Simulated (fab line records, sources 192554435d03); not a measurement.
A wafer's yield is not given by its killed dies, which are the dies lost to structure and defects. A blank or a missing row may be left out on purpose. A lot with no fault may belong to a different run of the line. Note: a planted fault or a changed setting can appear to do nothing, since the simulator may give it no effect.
fab line records	flow n5-finfet
record: lots: 9	wafers: 27	last-day: 17
route steps=1938 shown BEOL_M4@1111 BEOL_M9@1440 PASSIVATION@1936
lots that met no fault: taken from a fault-free run of the same line
start-h: hours from the record's first day to the start of the lot's first wafer shown	wait-h: hours from the lot's prior step to this one	" the same as in the row above	L1.1+2: a row that stands for several wafers	- value missing, or start not given	* or withheld: withheld	< > ~ a bound
route shown NAME@n: NAME is a module with steps in the file, n the number in the route of the first one	usual: mean/standard deviation taken from wafers without a fault	same: alike in all rows	chamber/n: place in a boat	sites: each site's reading	_std_site: standard deviation across them	_edge_site: inner sites' mean taken away from outer sites' mean	radius-mm: how far each site lies from the wafer's centre	mask NAME#n: copy n	behind: the most recent tool/chamber to have shaped the wafer	hold: the reason the lot was held/the length of the hold in hours/how it ended	device: the n, p or np transistor that did not switch	end of line: the tests these same wafers got at the end of their route	where a step has no rows: the recipe by itself	killed: at the first sort, the dies lost to defects and structure; wafer yield is something else	map: dies across one wafer; x = killed, . = not, _ = none there
set.NAME: the setting the step ran with; set.NAME@STEP: the setting that earlier step ran with	model.NAME: the simulator's own value behind a step, which no gauge read
the route's steps for a sample of lots (tables are steps, rows are wafers)
services: from which hour (start-h, from the record's first day; less than 0 if before it) a tool's chamber was out of use, for how many hours, and why
== steps ==
step: N5_BEOL_M4_RC_MEAS_101
usual: DIBL_N: 35.8/1.6	DIBL_P: 36.0/2.1	IOFF_N: 0.153/0.026	IOFF_P: 0.21/0.037	ION_N: 673/11	ION_P: 462/7.6	SS_N: 71.4/0.53	SS_P: 73.2/0.67	VT_N: 250/3.2	VT_P: -250/3.7
lot.wafer	tool	chamber	start-h	wait-h	DIBL_N[mV/V]	DIBL_P[mV/V]	IOFF_N[nA/um]	IOFF_P[nA/um]	ION_N[uA/um]	ION_P[uA/um]	SS_N[mV/dec]	SS_P[mV/dec]	VT_N[mV]	VT_P[mV]
L495.1	prober-02	0	177.41	0.0	35.3	36.1	0.139	0.18	670	453	71.1	73.2	252	-255
L495.3	"	0	"	"	37.4	37.9	0.165	0.20	675	460	71.7	73.4	250	-250
L495.5	"	0	"	"	35.5	35.7	0.137	0.18	673	456	71.6	72.4	253	-252
L499.1	prober-02	0	198.55	0.0	34.5	35.5	0.142	0.20	675	468	71.3	72.8	251	-250
L499.3	"	0	"	"	33.6	34.5	0.126	0.17	665	452	71.1	72.9	250	-254
L499.5	"	0	"	"	33.7	34.1	0.124	0.17	670	447	71.2	72.5	252	-252
L500.2	prober-02	0	207.61	0.2	37.0	38.7	0.192	0.25	690	467	71.4	73.6	248	-247
L500.3	"	0	"	"	35.2	35.6	0.153	0.20	680	464	71.2	73.2	250	-253
L500.6	"	0	"	"	35.6	36.5	0.159	0.21	670	463	71.8	72.8	252	-250
L502.2	prober-02	0	211.20	0.2	33.3	32.7	0.107	0.16	663	457	71.0	72.5	257	-256
L502.3	"	0	"	"	36.3	35.2	0.143	0.18	666	453	71.6	73.1	254	-251
L502.5	"	0	"	"	35.0	33.4	0.119	0.17	652	448	71.0	73.6	255	-253
L505.2	prober-01	0	245.42	0.2	35.2	36.0	0.160	0.18	670	455	71.9	73.3	251	-252
L505.3	"	0	"	"	37.1	39.2	0.186	0.24	670	452	71.4	74.0	246	-250
L505.4	"	0	"	"	36.0	37.5	0.160	0.22	675	460	71.9	73.7	249	-251
L513.3	prober-01	0	289.61	0.3	36.5	36.6	0.159	0.20	669	459	71.4	73.7	253	-251
L513.5	"	0	"	"	37.5	37.0	0.174	0.21	680	464	72.2	73.4	250	-249
L513.6	"	0	"	"	34.7	35.0	0.136	0.18	661	460	70.6	72.9	253	-254
L515.1	prober-02	0	302.40	0.0	37.5	38.2	0.156	0.21	668	458	71.6	73.6	251	-251
L515.2	"	0	"	"	38.3	39.0	0.157	0.24	672	469	71.8	74.3	252	-250
L515.4	"	0	"	"	38.3	38.8	0.167	0.22	674	458	71.5	73.8	248	-249
L516.4	prober-01	0	302.60	0.5	33.2	32.0	0.110	0.15	664	457	70.9	71.6	256	-254
L516.5	"	0	"	"	34.2	32.8	0.118	0.15	667	458	71.0	72.4	253	-256
L516.6	"	0	"	"	37.3	37.4	0.188	0.24	685	467	71.0	73.3	246	-250
L517.1	prober-01	0	306.13	0.0	38.3	36.3	0.182	0.21	675	454	71.5	73.9	248	-251
L517.2	"	0	"	"	34.6	32.5	0.124	0.17	668	456	71.3	72.6	254	-253
L517.6	"	0	"	"	35.0	33.8	0.136	0.18	665	461	71.1	73.1	249	-253
step: N5_BEOL_M9_ETCH_66
recipe: chemistry: N2/H2	target: SOC	target-depth-a: 800	overetch-a: 160	mask-material: SiARC	temp-c: 40	time-s: 120	ion-energy-ev: 200	pressure-mtorr: 30	source-w: 840	bias-w: 150	n2-flow-sccm: 200	h2-flow-sccm: 200
usual: chamber-pressure-mTorr: 30.004/0.03	drypump-motor-current-A: 5.9/0.45	oes-product-au: 0.56/0.056	rf-vpp-V: 524.0/2.7	showerhead-plenum-p-Torr: 2.54/0.094	throttle-valve-pct: 17.81/0.13
lot.wafer	tool	chamber	start-h	wait-h	chamber-pressure-mTorr	drypump-motor-current-A	oes-product-au	rf-hours-counter-h	rf-vpp-V	showerhead-plenum-p-Torr	throttle-valve-pct
L495.1	rie-diel-04	2	219.66	0.0	30.002	5.4	0.57	162	524.8	2.53	17.78
L495.3	"	3	"	"	29.994	5.9	0.54	189	526.3	2.63	17.67
L495.5	"	2	"	"	30.018	5.4	0.56	-	522.1	2.53	17.76
L499.1	rie-diel-03	2	241.12	0.0	30.026	5.3	0.54	215	523.2	2.52	17.83
L499.3	"	1	"	"	29.969	6.5	0.55	202	522.9	2.51	17.86
L499.5	"	2	"	"	30.056	5.3	0.53	-	523.7	2.52	17.83
L502.2	rie-diel-03	0	253.59	0.0	29.988	5.9	0.74	1	529.2	2.71	17.53
L502.3	"	2	"	"	29.966	5.3	0.54	219	525.2	2.52	17.82
L502.5	"	2	"	"	30.003	5.3	0.54	-	523.1	2.52	17.85
L500.2	rie-diel-04	3	253.63	0.0	29.991	6.0	0.54	200	525.7	2.62	17.68
L500.3	"	0	"	"	29.991	6.4	0.54	234	520.0	2.39	18.05
L500.6	"	3	"	"	30.049	6.0	0.53	-	527.4	2.62	17.68
L505.2	rie-diel-04	1	291.35	0.0	29.981	6.0	0.54	192	526.7	2.63	17.96
L505.3	"	3	"	"	30.055	5.9	0.52	211	526.7	2.62	17.70
L505.4	"	2	"	"	29.999	5.4	0.56	179	524.0	2.52	17.80
L513.3	rie-diel-04	2	332.96	0.0	29.945	5.4	0.55	194	523.7	2.52	17.83
L513.5	"	3	"	"	29.982	5.9	0.52	-	525.8	2.61	17.73
L513.6	"	2	"	"	30.011	5.4	0.55	-	521.7	2.52	17.82
L516.4	rie-diel-03	2	345.02	0.0	29.993	5.3	0.52	247	523.2	2.51	17.90
L516.5	"	2	"	"	29.998	5.3	0.52	-	522.3	2.51	17.90
L516.6	"	1	"	"	30.011	6.5	0.52	-	522.8	2.50	17.91
L515.1	rie-diel-02	3	345.95	0.0	29.986	6.7	0.67	45	523.9	2.58	17.63
L515.2	"	0	"	"	29.998	5.1	0.58	148	527.3	2.64	17.77
L515.4	"	1	"	"	30.051	6.2	0.56	193	519.5	2.42	17.82
L517.1	rie-diel-04	1	352.32	0.0	30.009	6.1	0.52	211	526.0	2.62	17.97
L517.2	"	2	"	"	29.963	5.5	0.55	198	522.6	2.52	17.82
L517.6	"	2	"	"	30.007	5.4	0.55	-	524.7	2.52	17.84
step: N5_BEOL_M9_CURE_72
recipe: temp-c: 370	time-s: 120	ambient: DMADMS/He	material: SiCOH_lowk
usual: lamp-power-pct: 52.32/0.053	wafer_temp_C_max: 371.7/0.48
lot.wafer	tool	chamber	start-h	wait-h	lamp-power-pct	wafer_temp_C_max
L495.1	uv-cure-02	0	220.23	0.0	52.22	371.4
L495.3	"	0	"	"	52.34	372.9
L495.5	"	0	"	"	52.23	371.5
L499.1	uv-cure-03	1	241.74	0.1	52.30	371.9
L499.3	"	1	"	"	52.36	371.3
L499.5	"	1	"	"	52.27	371.7
L502.2	uv-cure-03	1	254.21	0.1	52.30	371.4
L502.3	"	1	"	"	52.37	371.7
L502.5	"	1	"	"	52.36	371.7
L500.2	uv-cure-02	1	254.25	0.1	52.26	371.4
L500.3	"	1	"	"	52.31	371.0
L500.6	"	1	"	"	52.19	371.0
L505.2	uv-cure-02	0	291.98	0.1	52.32	371.5
L505.3	"	0	"	"	52.30	371.6
L505.4	"	0	"	"	52.29	372.4
L513.3	uv-cure-02	0	333.63	0.1	52.28	371.9
L513.5	"	0	"	"	52.29	371.8
L513.6	"	0	"	"	52.33	371.4
L516.4	uv-cure-01	2	345.90	0.3	52.43	371.7
L516.5	"	2	"	"	52.33	372.6
L516.6	"	2	"	"	52.31	372.3
L515.1	uv-cure-03	1	346.52	0.0	52.28	371.3
L515.2	"	1	"	"	52.41	371.4
L515.4	"	1	"	"	52.40	371.1
L517.1	uv-cure-01	2	352.89	0.0	52.31	372.3
L517.2	"	2	"	"	52.22	372.0
L517.6	"	2	"	"	52.36	373.0
step: N5_BEOL_M9_ECD_50
recipe: material: Cu	target-thk-a: 3180
lot.wafer	tool	chamber	start-h	wait-h
L495.1+3+5	ecd-cu-01	1,0,1	221.27	0.1
L499.1+3+5	ecd-cu-02	0,1,1	244.40	0.1
L502.2+3+5	ecd-cu-01	0,1,1	256.44	0.1
L500.2+3+6	ecd-cu-01	1,0,0	256.64	0.1
L505.2+3+4	ecd-cu-02	1,0,1	293.10	0.1
L513.3+5+6	ecd-cu-01	1,1,0	338.32	0.1
L516.4+5+6	ecd-cu-02	1,0,1	347.18	0.1
L515.1+2+4	ecd-cu-01	1,0,0	347.79	0.1
L517.1+2+6	ecd-cu-01	0,1,1	354.27	0.1
step: N5_BEOL_M9_ANNEAL_51
recipe: temp-c: 225	time-s: 90	ambient: N2
usual: wafer_temp_C_max: 226.10/0.24
lot.wafer	tool	chamber	start-h	wait-h	wafer_temp_C_max
L495.1	rtp-anneal-02	0	221.38	0.1	226.74
L495.3	"	0	"	"	226.19
L495.5	"	0	"	"	226.06
L499.1	rtp-anneal-01	0	244.51	0.1	226.36
L499.3	"	0	"	"	226.17
L499.5	"	0	"	"	226.20
L502.2	rtp-anneal-01	0	256.60	0.1	226.06
L502.3	"	0	"	"	225.98
L502.5	"	0	"	"	225.99
L500.2	rtp-anneal-01	0	256.87	0.2	226.07
L500.3	"	0	"	"	225.92
L500.6	"	0	"	"	226.08
L505.2	rtp-anneal-01	0	293.26	0.1	226.31
L505.3	"	0	"	"	226.27
L505.4	"	0	"	"	226.53
L513.3	rtp-anneal-02	0	338.49	0.1	226.08
L513.5	"	0	"	"	225.89
L513.6	"	0	"	"	225.94
L516.4	rtp-anneal-01	0	347.40	0.2	226.33
L516.5	"	0	"	"	225.93
L516.6	"	0	"	"	225.97
L515.1	rtp-anneal-02	0	347.90	0.1	225.72
L515.2	"	0	"	"	226.05
L515.4	"	0	"	"	225.84
L517.1	rtp-anneal-02	0	354.38	0.1	226.66
L517.2	"	0	"	"	226.27
L517.6	"	0	"	"	225.70
step: N5_BEOL_M9_CMP_52
recipe: stop-on: SiCOH_lowk	t-overpolish-s: 7	down-force-psi: 1	platen-rpm: 50	clearing-platen-down-force-psi: 1.5	clearing-platen-rpm: 50	post-cmp-clean: cu-alkaline	target-thk-nm: 140	clearing-platen-pad-velocity-m-s: 0.99484	pad-velocity-m-s: 0.99484
usual: motor-current-A: 6.1/0.57	retaining-ring-pressure-frac: 1.000/0.0049	slurry-flow-ml-min: 150.0/0.47	time-to-endpoint-s: 67/3.1
lot.wafer	tool	chamber	start-h	wait-h	motor-current-A	retaining-ring-pressure-frac	slurry-flow-ml-min	time-to-endpoint-s
L495.1	cmp-02	0	221.71	0.3	5.9	0.993	150.3	70
L495.3	"	2	"	"	6.4	1.002	149.9	69
L495.5	"	3	"	"	6.3	1.003	150.1	71
L499.1	cmp-04	0	244.85	0.3	5.8	1.002	149.7	64
L499.3	"	2	"	"	5.9	1.000	151.1	67
L499.5	"	0	"	"	5.8	0.998	149.0	63
L502.2	cmp-02	3	256.89	0.2	6.3	0.990	150.2	64
L502.3	"	0	"	"	5.7	0.997	150.2	66
L502.5	"	3	"	"	6.7	0.996	150.0	63
L500.3	cmp-04	2	257.16	0.2	6.1	0.997	150.5	68
L500.2	"	3	"	"	5.9	0.999	149.5	71
L500.6	"	1	"	"	5.1	0.994	150.8	65
L505.4	cmp-02	1	293.51	0.1	5.8	0.996	150.8	63
L505.3	"	2	"	"	6.5	1.002	149.9	67
L505.2	"	3	"	"	6.6	1.006	150.5	61
L513.3	cmp-01	3	338.73	0.2	6.0	1.006	150.3	6
L513.6	"	2	"	"	5.4	1.001	149.0	3
L513.5	"	3	"	"	6.1	1.000	150.0	3
L516.4	cmp-02	3	347.58	0.1	6.3	0.997	150.4	68
L516.6	"	3	"	"	6.7	1.006	150.5	71
L516.5	"	0	"	"	5.7	0.998	150.4	68
L515.1	cmp-01	2	348.26	0.3	5.9	0.992	150.1	2
L515.4	"	0	"	"	7.3	0.998	150.0	1
L515.2	"	1	"	"	6.3	1.002	150.2	0
L517.2	cmp-01	3	354.71	0.2	6.1	1.008	149.8	67
L517.1	"	0	"	"	7.3	1.003	150.8	64
L517.6	"	2	"	"	6.1	1.000	150.3	61
step: N5_PASSIVATION_PROBE_49
usual: defect-limited-yield: 91.3/1.5	killed_at_M0_to_M3: 33/12	killed_at_M4_up: 13/5.2	killed-at-contacts: 13/6.7	killed-at-front-end: 40/11	killed-at-other: 4.1/2.7	killed-dies: 103/17	killed-on-rim: 14/4.2	killed-open: 69/13	killed-short: 33/8.4	sort_bin_5_function: 5.1/1	sort_bin_6_memory: 3.2/0.62	sort-n-pass: 1077/17	sort-yield-pct: 91.3/1.5
same: gross-dies: 1180	killed-at-back-side: 0	sort_bin_4_leakage[%]: 0	sort_bin_8_speed[%]: 0
lot.wafer	tool	chamber	start-h	wait-h	defect-limited-yield[%]	killed_at_M0_to_M3	killed_at_M4_up	killed-at-contacts	killed-at-front-end	killed-at-other	killed-dies	killed-on-rim	killed-open	killed-short	sort_bin_5_function[%]	sort_bin_6_memory[%]	sort-n-pass	sort-yield-pct[%]
L513.3	prober-01	-	395.10	0.1	0	16	1111	12	40	1	1180	152	54	18	97.5	2.5	0	0
L513.5	prober-01	-	395.20	0.2	0	23	1107	17	21	12	1180	152	56	27	97.3	2.5	0	0
L513.6	prober-01	-	395.25	0.3	0	18	1092	20	44	6	1180	152	69	35	96.1	3.6	0	0
L515.1	prober-02	-	396.43	0.0	0	24	1097	4	49	6	1180	152	47	45	96.8	3.1	0	0
L515.2	prober-02	-	396.48	0.1	0	37	1103	5	30	5	1180	152	52	32	96.9	3.0	0	0
L515.4	prober-02	-	396.58	0.2	0	60	1063	7	48	2	1180	152	68	58	95.8	3.7	0	0
killed by level:class
L513.3 BEOL_M9:area-ecd=1105 FIN_SAQP:geometric-particle:open=10 MOL_CONTACT_COAG:geometric-particle:open=10 GATE_CUT:geometric-particle:open=9 FIN_SAQP:geometric-particle:short=5 BEOL_M0_SAQP:geometric-particle:open=5 BEOL_M2:geometric-particle:open=4 STI_FIN_REVEAL:geometric-particle:open=3
L513.5 BEOL_M9:area-ecd=1097 MOL_CONTACT_COAG:geometric-particle:open=14 BEOL_M0_SAQP:geometric-particle:open=9 BEOL_M0_SAQP:geometric-particle:short=6 PASS1_CAP:geometric-particle:open=5 PASS1_CAP:geometric-particle:short=5 DUMMY_GATE:geometric-particle:open=4 ILD0:geometric-particle:open=4
L513.6 BEOL_M9:area-ecd=1074 MOL_CONTACT_COAG:geometric-particle:open=16 FIN_SAQP:geometric-particle:open=10 GATE_CUT:geometric-particle:short=7 BEOL_M2:geometric-particle:open=6 FIN_SAQP:geometric-particle:short=4 GATE_CUT:geometric-particle:open=4 BEOL_M4:geometric-particle:open=4
L515.1 BEOL_M9:area-ecd=1085 FIN_SAQP:geometric-particle:short=16 BEOL_M0_SAQP:geometric-particle:short=7 STI_FIN_REVEAL:geometric-particle:open=6 DUMMY_GATE:geometric-particle:open=6 BEOL_M1:geometric-particle:open=5 MOL_CONTACT_COAG:geometric-particle:open=4 BEOL_M0_SAQP:geometric-particle:open=4
L515.2 BEOL_M9:area-ecd=1094 BEOL_M0_SAQP:geometric-particle:open=11 FIN_SAQP:geometric-particle:short=9 BEOL_M0_SAQP:geometric-particle:short=9 BEOL_M1:geometric-particle:open=9 MOL_CONTACT_COAG:geometric-particle:open=5 FIN_SAQP:geometric-particle:open=3 SPACER0:geometric-particle:open=3
L515.4 BEOL_M9:area-ecd=1051 FIN_SAQP:geometric-particle:short=19 BEOL_M0_SAQP:geometric-particle:short=18 BEOL_M1:geometric-particle:open=12 FIN_SAQP:geometric-particle:open=10 BEOL_M0_SAQP:geometric-particle:open=9 BEOL_M4:geometric-particle:open=7 BEOL_M2:geometric-particle:open=5
== services ==
tool	chamber	start-h	hours	kind
uv-cure-02	-	197.37	0.4	repair
rie-diel-02	3	210.65	2.9	repair
uv-cure-03	-	219.58	1.7	repair
uv-cure-02	-	220.53	7.5	pm
uv-cure-01	-	230.22	6.0	pm
cmp-01	-	236.34	4.0	pm
rie-diel-04	2	248.97	8.5	repair
rie-diel-02	3	249.69	7.0	repair
uv-cure-02	-	264.74	2.1	pm
ecd-cu-01	-	290.00	6.6	pm
uv-cure-02	-	303.70	6.0	pm
rie-diel-04	0	303.73	-	clean
rie-diel-04	0	303.73	-	consumable-replace:focus-ring
rie-diel-04	0	303.73	-	consumable-replace:showerhead
rie-diel-04	0	303.73	17.6	scheduled-down
rie-diel-04	0	303.73	17.6	vent-cycle
cmp-02	-	313.69	4.0	pm
cmp-01	-	313.93	4.5	pm
rie-diel-04	2	316.38	2.4	repair
cmp-02	-	317.69	-	consumable-replace:conditioner
cmp-02	-	320.54	0.4	repair
rie-diel-02	1	327.06	13.8	repair
rie-diel-03	2	333.27	7.1	repair
rie-diel-03	3	347.79	18.3	repair
== key ==
first-sign: step: N5_BEOL_M9_CMP_52	reading: time-to-endpoint-s	direction: down	sigmas: 21	usual: *	struck: *
effect: step: N5_PASSIVATION_PROBE_49	reading: killed_at_M4_up	direction: up	sigmas: 99+	usual: 13	struck: 1096
more-kills-born-at: N5_BEOL_M9_ECD_50@ecd-cu-01: 6506
met-at N5_BEOL_M9_ECD_50
struck-lots L513,L515
later-rows-left-out L513.3,L513.5,L513.6,L515.1,L515.2,L515.4
not-acting-at N5_BEOL_M9_ETCH_66,N5_BEOL_M9_CURE_72,N5_BEOL_M9_ANNEAL_51
onset-between 256.64 338.32
fault: kind: skipped-step-whole	tool: ecd-cu-01	chamber: -	onset-h: 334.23	steps: N5_BEOL_M9_ECD_50	scope: struck-lots-only
later-rows-left-out: the simulator's readings of these wafers behind a module that went badly wrong aren't trusted and aren't shown, but for the sort
